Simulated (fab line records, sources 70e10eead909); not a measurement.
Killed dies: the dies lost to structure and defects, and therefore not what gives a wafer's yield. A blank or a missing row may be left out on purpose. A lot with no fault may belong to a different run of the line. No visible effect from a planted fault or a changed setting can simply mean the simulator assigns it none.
Chamber matching + flow nand harc + pecvd-03 running NHARC_A_CONTACT_DEP_85: 3 sister chambers
The step deposits SiON, target thk 50 nm. 6 wafers are shown with their chamber, then 9 later ones without.

## WAFERS PAIRED WITH THEIR CHAMBERS
| wafer  | chamber | heater power w (W) | rf fwd power W (W) |
|--------|---------|--------------------|--------------------|
| L083.4 | 0       | 647                | 349.5              |
| L089.3 | 1       | 857                | 346.8              |
| L089.4 | 2       | 772                | 347.9              |
| L092.4 | 2       | 816                | 346.7              |
| L092.5 | 0       | 628                | 348.5              |
| L092.6 | 1       | 893                | 348.6              |

## WAFERS WITH NO CHAMBER GIVEN
| wafer  | heater power w (W) | rf fwd power W (W) |
|--------|--------------------|--------------------|
| L093.1 | 881                | 348.8              |
| L093.2 | 899                | 348.2              |
| L093.3 | 661                | 349.2              |
| L091.2 | 659                | 348.0              |
| L091.4 | 667                | 350.0              |
| L091.5 | 891                | 349.2              |
| L095.3 | 624                | 347.7              |
| L095.4 | 919                | 348.6              |
| L095.6 | 616                | 349.2              |

## WHICH CHAMBER EACH ONE RAN IN
| wafer  | from the rows above | in truth                   |
|--------|---------------------|----------------------------|
| L093.1 | 1                   | 1                          |
| L093.2 | 1                   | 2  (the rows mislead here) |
| L093.3 | 0                   | 0                          |
| L091.2 | 0                   | 0                          |
| L091.4 | 0                   | 0                          |
| L091.5 | 1                   | 1                          |
| L095.3 | 0                   | 0                          |
| L095.4 | 1                   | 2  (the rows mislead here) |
| L095.6 | 0                   | 0                          |
Correct placement for 7 of the 9. From these rows, 0 cannot be placed. 2 placed wrongly.
How it was worked out, from the rows above alone: a wafer's distance from a chamber is the root of the sum, over the readings, of the square of ((its reading less the chamber's mean) divided by the reading's scatter). The wafer belongs to the nearest chamber; if the next one is less than 2 further off, it can't be placed. Each chamber's mean is taken over the wafers shown for it. The scatter is the square root of a quotient: the sum, over the shown wafers, of each reading's squared deviation from its chamber's mean, divided by wafers minus chambers.
